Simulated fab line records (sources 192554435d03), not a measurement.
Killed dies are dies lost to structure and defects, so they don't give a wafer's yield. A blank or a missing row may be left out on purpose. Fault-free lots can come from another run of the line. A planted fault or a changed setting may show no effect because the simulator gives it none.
fab line records    flow n5-finfet
record lots=11  wafers=31  last-day=18
route steps=1938 shown BEOL_M5@1162 MIM_TOP@1835 MIM_TOP_ETCH@1851 PASSIVATION@1909
lots that met no fault: from a run of the same line without faults
start-h: the number of hours between the record's first day and the start of the first shown wafer of the lot    wait-h: how many hours have passed since the lot's step before this one    " unchanged from the row above    L1.1+2: a row that stands for several wafers    - no value, or no start given    * or withheld: withheld    < > ~ a bound
route shown NAME@n: a module of which the file shows steps, and the number in the route of the first    usual: average and standard deviation across the fault-free wafers    same: alike in all rows    chamber/n: place in a boat    sites: per-site readings    _std_site: the standard deviation of these    _edge_site: outer sites' mean less inner sites'    radius-mm: for every site, how far away it sits from the centre of the wafer    mask NAME#n: copy n    behind: the most recent tool/chamber to have shaped the wafer    hold: the reason the lot was held/the length of the hold in hours/how it ended    device: whichever transistor did not switch (one of n, p or np)    end of line: the tests these same wafers got at the end of their route    a step with no rows: only its recipe    killed: at the first sort, the dies lost to defects and structure; wafer yield is something else    map: shows each die of a wafer: x if killed, . if not, _ if none is there
set.NAME: the run value of the setting; set.NAME@STEP: its run value at that earlier step    model.NAME: the simulator's own value behind a step, which no gauge read
route steps across a sampled set of lots; one table per step, one row per wafer
services: when a tool's chamber went out of use (start-h, in hours from the record's first day, below 0 if earlier), for how many hours, and the reason
## steps
# step N5_BEOL_M5_STRIP_91
# recipe chemistry=N2/H2  time-s=10  power-w=450  temp-c=40  pressure-mtorr=20  rf-frequency-hz=6e+07  bias-power-w=7  n2-flow-sccm=200  h2-flow-sccm=200
# usual drypump-motor-current-A=5.76/0.29  n2-flow-sccm=200.1/0.67  oes-product-au=0.78/0.079  rf-vpp-V=59.1/1  showerhead-plenum-p-Torr=2.52/0.093  throttle-valve-pct=23.69/0.28
# same time-s=10
lot.wafer  tool         chamber  start-h  wait-h  drypump-motor-current-A  n2-flow-sccm  oes-product-au  rf-hours-counter-h  rf-vpp-V  showerhead-plenum-p-Torr  throttle-valve-pct
L571.3     rie-diel-05  0        189.78   -       5.50                     199.5         0.97            16                  57.5      2.61                      24.00
L571.4     "            2        "        "       5.34                     200.0         0.72            196                 60.3      2.49                      23.20
L571.6     "            1        "        "       5.78                     199.0         0.73            -                   58.9      2.65                      23.56
L572.1     rie-diel-03  0        201.36   -       6.42                     199.4         0.90            16                  60.1      2.47                      23.37
L572.2     "            1        "        "       5.90                     198.8         0.76            147                 58.3      2.55                      23.74
L572.6     "            1        "        "       5.98                     198.8         0.76            -                   58.5      2.55                      23.75
L573.3     rie-diel-06  0        201.37   -       5.58                     200.0         0.86            43                  60.5      2.47                      23.73
L573.4     "            3        "        "       5.91                     200.4         0.77            -                   58.0      2.42                      23.45
L573.5     "            0        "        "       5.57                     200.8         0.86            -                   58.7      2.47                      23.72
L576.1     rie-diel-05  3        217.23   -       5.95                     200.5         0.80            79                  58.9      2.59                      24.13
L576.6     "            0        "        "       5.55                     200.6         0.93            -                   59.9      2.61                      24.01
L575.1     rie-diel-05  2        220.00   -       5.33                     198.7         0.72            205                 58.5      2.48                      23.22
L575.6     "            2        "        "       5.33                     199.3         0.72            -                   60.3      2.48                      23.24
L579.2     rie-diel-05  2        233.38   -       5.33                     199.7         0.72            210                 59.1      2.48                      23.21
L579.3     "            0        "        "       5.51                     200.2         0.93            32                  58.8      2.60                      23.99
L579.4     "            3        "        "       6.02                     199.9         0.81            84                  57.6      2.59                      24.15
L578.2     rie-diel-05  0        235.86   -       5.51                     199.8         0.93            33                  60.5      2.60                      24.01
L578.4     "            2        "        "       5.31                     201.1         0.71            210                 58.0      2.48                      23.24
L578.5     "            2        "        "       5.33                     200.8         0.73            -                   60.3      2.48                      23.24
L580.4     rie-diel-03  0        250.43   -       6.41                     200.0         0.86            32                  58.7      2.47                      23.40
L580.5     "            3        "        "       5.71                     200.4         0.75            -                   58.1      2.43                      23.93
L580.6     "            2        "        "       6.07                     199.8         0.68            -                   59.3      2.41                      23.53
L589.1     rie-diel-05  1        297.69   -       5.78                     200.1         0.70            195                 59.5      2.63                      23.57
L589.2     "            0        "        "       5.52                     199.8         0.91            49                  59.8      2.60                      24.03
L589.5     "            1        "        "       5.80                     200.0         0.71            -                   57.9      2.63                      23.59
L590.1     rie-diel-05  2        315.40   -       5.33                     200.2         0.70            233                 59.6      2.47                      23.27
L590.3     "            0        "        "       5.51                     200.1         0.88            54                  58.7      2.60                      24.03
L590.5     "            3        "        "       5.98                     201.1         0.78            -                   59.0      2.58                      24.16
L592.3     rie-diel-03  2        323.76   -       6.06                     201.2         0.66            247                 58.0      2.40                      23.56
L592.5     "            1        "        "       5.97                     201.0         0.72            -                   59.6      2.54                      23.81
L592.6     "            2        "        "       6.07                     201.4         0.67            -                   60.9      2.40                      23.54
# step N5_MIM_TOP_ALD_01
# recipe material=HfO2  target-thk-a=56  temp-c=withheld  ald-precursor-family=Hf-amide  ald-co-reactant=O3  pulse-time-s=1  purge-time-s=3  co-reactant-purge-time-s=2  co-reactant-pulse-time-s=3  ald-cycles=62
# usual precursor-pulse-height-rel=1.000/0.018
# same co-reactant-pulse-time-s=3
lot.wafer  tool       chamber  start-h  wait-h  precursor-pulse-height-rel  since-wet-clean-h
L572.1     ald-hk-03  3        -        -       0.974                       1164
L572.2     "          1        "        "       1.001                       1164
L572.6     "          2        "        "       0.985                       -
L571.3     ald-hk-01  2        -        -       0.987                       255
L571.4     "          3        "        "       1.027                       255
L571.6     "          2        "        "       0.993                       -
L573.3     ald-hk-01  3        -        -       0.972                       260
L573.4     "          0        "        "       1.013                       260
L573.5     "          2        "        "       0.973                       -
L576.1     ald-hk-03  0        -        -       1.008                       1187
L576.6     "          0        "        "       0.979                       -
L575.1     ald-hk-03  3        -        -       1.000                       1194
L575.6     "          3        "        "       0.987                       -
L579.2     ald-hk-03  3        -        -       1.022                       1208
L579.3     "          0        "        "       1.015                       1208
L579.4     "          2        "        "       0.999                       1208
L578.2     ald-hk-01  1        -        -       0.997                       301
L578.4     "          3        "        "       0.975                       301
L578.5     "          1        "        "       1.016                       -
L580.4     ald-hk-03  1        -        -       1.002                       1215
L580.5     "          0        "        "       1.018                       -
L580.6     "          1        "        "       0.993                       -
L589.1     ald-hk-02  2        -        -       0.982                       2173
L589.2     "          3        "        "       1.021                       2173
L589.5     "          3        "        "       1.006                       -
L590.1     ald-hk-01  0        -        -       1.015                       387
L590.3     "          2        "        "       1.015                       387
L590.5     "          3        "        "       1.015                       -
L592.3     ald-hk-01  1        -        -       0.993                       401
L592.5     "          0        "        "       0.994                       -
L592.6     "          1        "        "       1.000                       -
# step N5_MIM_TOP_ETCH_ETCH_00
# recipe chemistry=Cl2/BCl3  target=TiN  target-depth-a=385  ion-energy-ev=150  pressure-mtorr=10  icp-w=1000  bias-w=126  Cl2_flow_sccm=53.25  bcl3-flow-sccm=21.75  Ar_flow_sccm=25
# usual drypump-motor-current-A=5.4/0.61  oes-product-au=0.76/0.06  throttle-valve-pct=22.80/0.12
lot.wafer  tool          chamber  start-h  wait-h  drypump-motor-current-A  oes-product-au  rf-hours-counter-h  throttle-valve-pct
L572.1     rie-metal-01  0        286.06   0.1     6.3                      0.71            80                  22.92
L572.2     "             1        "        "       4.9                      0.80            38                  22.77
L572.6     "             1        "        "       4.8                      0.81            -                   22.77
L571.3     rie-metal-03  1        287.11   0.1     4.9                      0.73            -                   22.95
L571.4     "             0        "        "       5.5                      0.78            -                   22.65
L571.6     "             0        "        "       5.5                      0.78            -                   22.65
L573.3     rie-metal-01  1        290.87   0.1     4.8                      0.80            -                   22.77
L573.4     "             0        "        "       6.2                      0.70            -                   22.93
L573.5     "             1        "        "       4.9                      0.80            -                   22.77
L576.1     rie-metal-01  0        307.81   0.1     6.3                      0.71            82                  22.95
L576.6     "             1        "        "       4.9                      0.80            -                   22.79
L575.1     rie-metal-02  0        315.23   0.1     5.8                      0.88            6                   22.58
L575.6     "             1        "        "       4.7                      0.71            -                   22.79
L579.2     rie-metal-01  0        331.12   0.1     6.3                      0.70            84                  22.93
L579.3     "             1        "        "       4.8                      0.80            -                   22.77
L579.4     "             0        "        "       6.2                      0.70            -                   22.94
L578.2     rie-metal-02  0        332.34   0.1     5.9                      0.88            7                   22.60
L578.4     "             1        "        "       4.7                      0.72            -                   22.77
L578.5     "             0        "        "       5.8                      0.88            -                   22.59
L580.4     rie-metal-01  0        338.66   0.1     6.3                      0.69            -                   22.94
L580.5     "             0        "        "       6.2                      0.69            -                   22.95
L580.6     "             1        "        "       4.8                      0.78            -                   22.77
L589.1     rie-metal-03  1        399.41   0.1     4.9                      0.71            65                  22.96
L589.2     "             0        "        "       5.5                      0.75            54                  22.67
L589.5     "             0        "        "       5.5                      0.75            -                   22.68
L590.1     rie-metal-01  1        419.54   0.1     4.9                      0.76            48                  22.77
L590.3     "             0        "        "       6.2                      0.69            -                   22.96
L590.5     "             1        "        "       4.9                      0.76            -                   22.81
L592.3     rie-metal-01  1        433.18   0.1     4.8                      0.77            -                   22.79
L592.5     "             1        "        "       4.8                      0.77            -                   22.79
L592.6     "             0        "        "       6.3                      0.69            -                   22.97
# step N5_PASSIVATION_AL_ETCH_33
# recipe chemistry=Cl2/BCl3  target-depth-a=28000  over-etch-frac=0.15  Cl2_flow_sccm=180  bcl3-flow-sccm=60  target=Al  stop-on=TaN  time-s=466.7  ion-energy-ev=100  pressure-mtorr=10  icp-w=900  bias-w=100
# usual drypump-motor-current-A=5.3/0.51  oes-product-au=0.69/0.058  throttle-valve-pct=34.43/0.13
# same time-s=466.7
lot.wafer  tool          chamber  start-h  wait-h  drypump-motor-current-A  oes-product-au  rf-hours-counter-h  throttle-valve-pct
L572.1     rie-metal-03  1        290.68   0.1     4.9                      0.69            54                  34.53
L572.2     "             0        "        "       5.5                      0.71            43                  34.25
L572.6     "             1        "        "       4.9                      0.68            -                   34.52
L571.3     rie-metal-02  1        291.52   0.2     4.7                      0.65            -                   34.57
L571.4     "             0        "        "       5.8                      0.83            -                   34.30
L571.6     "             0        "        "       5.8                      0.83            -                   34.28
L573.3     rie-metal-02  1        295.45   0.2     4.7                      0.66            -                   34.50
L573.4     "             0        "        "       5.8                      0.83            -                   34.30
L573.5     "             0        "        "       5.8                      0.82            -                   34.30
L576.1     rie-metal-01  1        312.54   0.1     4.8                      0.71            40                  34.38
L576.6     "             0        "        "       6.3                      0.61            -                   34.64
L575.1     rie-metal-03  0        320.43   0.1     5.5                      0.70            46                  34.29
L575.6     "             0        "        "       5.5                      0.70            -                   34.28
L578.2     rie-metal-02  1        339.20   0.1     4.7                      0.64            57                  34.55
L578.4     "             0        "        "       5.8                      0.79            -                   34.35
L578.5     "             0        "        "       5.8                      0.80            -                   34.30
L579.2     rie-metal-03  1        339.54   0.1     4.9                      0.65            58                  34.63
L579.3     "             0        "        "       5.5                      0.70            -                   34.26
L579.4     "             1        "        "       4.9                      0.66            -                   34.57
L580.4     rie-metal-03  0        348.52   0.2     5.5                      0.69            -                   34.31
L580.5     "             0        "        "       5.4                      0.69            -                   34.30
L580.6     "             1        "        "       4.9                      0.67            -                   34.57
L589.1     rie-metal-02  1        407.76   0.1     4.7                      0.64            63                  34.50
L589.2     "             0        "        "       5.9                      0.77            13                  34.33
L589.5     "             0        "        "       5.8                      0.78            -                   34.31
L590.1     rie-metal-02  1        423.76   0.1     4.7                      0.63            64                  34.51
L590.3     "             1        "        "       4.7                      0.65            -                   34.49
L590.5     "             0        "        "       5.8                      0.79            -                   34.28
L592.3     rie-metal-02  1        438.01   0.2     4.7                      0.63            -                   34.54
L592.5     "             0        "        "       5.8                      0.76            -                   34.31
L592.6     "             1        "        "       4.7                      0.64            -                   34.51
# step N5_PASSIVATION_PROBE_49
# usual defect-limited-yield=91.1/1.4  killed_at_M0_to_M3=34/11  killed_at_M4_up=14/5.6  killed-at-contacts=13/5.9  killed-at-front-end=40/11  killed-at-other=4/3.1  killed-dies=105/16  killed-open=68/11  killed-short=34/8.4  sort_bin_5_function=5.2/0.86  sort_bin_6_memory=3.2/0.7  sort_bin_8_speed=0.1/1.1  sort-n-pass=1074/21  sort-yield-pct=91.0/1.8
# same gross-dies=1180  killed-at-back-side=0  sort_bin_4_leakage[%]=0
lot.wafer  tool       chamber  start-h  wait-h  defect-limited-yield[%]  killed_at_M0_to_M3  killed_at_M4_up  killed-at-contacts  killed-at-front-end  killed-at-other  killed-dies  killed-open  killed-short  sort_bin_5_function[%]  sort_bin_6_memory[%]  sort_bin_8_speed[%]  sort-n-pass  sort-yield-pct[%]
L589.1     prober-02  -        412.78   0.0     82.1                     33                  146              8                   23                   1                211          48           30            11.7                    3.5                   0                    969          82.1
L589.2     prober-02  -        412.83   0.1     83.2                     37                  109              15                  37                   0                198          67           34            10.4                    4.2                   0                    982          83.2
L589.5     prober-02  -        412.98   0.2     79.8                     42                  147              15                  34                   0                238          76           25            10.8                    6.5                   0                    942          79.8
L590.1     prober-02  -        429.63   1.2     80.3                     23                  144              8                   55                   2                232          57           40            11.4                    4.5                   0                    948          80.3
L590.3     prober-02  -        429.73   1.3     85.0                     28                  110              10                  27                   2                177          51           25            9.2                     3.0                   0                    1003         85.0
L590.5     prober-02  -        429.83   1.4     80.6                     24                  150              10                  41                   4                229          59           36            12.3                    3.6                   0                    951          80.6
# killed by level:class
L589.1 BEOL_M5:unspecified=133 BEOL_M0_SAQP:geometric-particle:short=10 BEOL_M2:geometric-particle:open=8 BEOL_M0_SAQP:geometric-particle:open=7 MOL_CONTACT_COAG:geometric-particle:open=5 BEOL_M3:geometric-particle:open=5 BEOL_M4:geometric-particle:open=5 BEOL_M5:geometric-particle:open=5
L589.2 BEOL_M5:unspecified=96 FIN_SAQP:geometric-particle:short=14 MOL_CONTACT_COAG:geometric-particle:open=9 BEOL_M0_SAQP:geometric-particle:open=8 BEOL_M2:geometric-particle:open=8 STI_FIN_REVEAL:geometric-particle:open=6 MOL_CONTACT_COAG:geometric-particle:short=6 BEOL_M3:geometric-particle:open=6
L589.5 BEOL_M5:unspecified=136 BEOL_M0_SAQP:geometric-particle:open=21 MOL_CONTACT_COAG:geometric-particle:open=13 FIN_SAQP:geometric-particle:open=9 DUMMY_GATE:geometric-particle:open=6 BEOL_M0_SAQP:geometric-particle:short=5 BEOL_M1:geometric-particle:open=5 BEOL_M3:geometric-particle:open=5
L590.1 BEOL_M5:unspecified=135 FIN_SAQP:geometric-particle:open=17 FIN_SAQP:geometric-particle:short=13 MOL_CONTACT_COAG:geometric-particle:short=6 BEOL_M0_SAQP:geometric-particle:open=6 BEOL_M2:geometric-particle:open=6 STI_FIN_REVEAL:geometric-particle:open=5 DUMMY_GATE:geometric-particle:open=5
L590.3 BEOL_M5:unspecified=99 BEOL_M3:geometric-particle:open=7 BEOL_M0_SAQP:geometric-particle:open=6 BEOL_M2:geometric-particle:open=6 MOL_CONTACT_COAG:geometric-particle:open=5 BEOL_M0_SAQP:geometric-particle:short=5 FIN_SAQP:geometric-particle:open=4 STI_FIN_REVEAL:geometric-particle:open=4
L590.5 BEOL_M5:unspecified=132 DUMMY_GATE:geometric-particle:open=9 FIN_SAQP:geometric-particle:short=7 MOL_CONTACT_COAG:geometric-particle:open=7 BEOL_M4:geometric-particle:open=6 BEOL_M0_SAQP:geometric-particle:short=5 BEOL_M1:geometric-particle:short=5 FIN_SAQP:geometric-particle:open=4
## services
tool          chamber  start-h  hours  kind
rie-diel-06   3        165.87   11.5   repair
ald-hk-03     -        180.82   2.8    pm
rie-diel-06   2        182.28   6.3    repair
ald-hk-01     -        193.36   0.7    repair
ald-hk-03     -        198.90   8.7    pm
rie-diel-03   3        204.13   13.8   repair
ald-hk-02     -        206.52   8.7    pm
rie-diel-06   -        216.83   4.3    pm
rie-diel-05   3        228.51   2.4    repair
rie-metal-01  1        240.63   35.6   repair
rie-metal-03  -        246.78   0.1    repair
rie-diel-05   -        249.68   4.3    pm
rie-metal-01  0        262.04   7.6    repair
ald-hk-01     -        268.74   2.8    pm
rie-diel-05   -        290.91   0.9    repair
ald-hk-01     -        319.99   0.5    repair
rie-metal-03  -        343.60   1.9    repair
rie-diel-05   1        356.64   3.1    repair
ald-hk-01     -        371.72   1.2    pm
rie-diel-03   2        373.12   2.4    repair
rie-diel-05   -        387.68   1.8    repair
ald-hk-01     -        390.20   8.7    pm
rie-diel-05   1        426.95   3.2    repair
rie-diel-03   -        436.68   8.7    repair
## key
first-sign step=N5_PASSIVATION_PROBE_49  reading=killed_at_M4_up  direction=up  sigmas=21  usual=14  struck=134
effect step=N5_PASSIVATION_PROBE_49  reading=defect-limited-yield  direction=down  sigmas=6.7  usual=91.1  struck=81.9
more-kills-born-at N5_BEOL_M5_STRIP_91@rie-diel-05=731
met-at N5_BEOL_M5_STRIP_91
struck-lots L589,L590
not-acting-at N5_MIM_TOP_ALD_01,N5_MIM_TOP_ETCH_ETCH_00,N5_PASSIVATION_AL_ETCH_33
onset-between 235.86 297.69
fault kind=chamber-particle-source  tool=rie-diel-05  chamber=-  onset-h=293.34  steps=N5_BEOL_M5_STRIP_91  rate-per-visit-cm2=1.1615  end-h=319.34
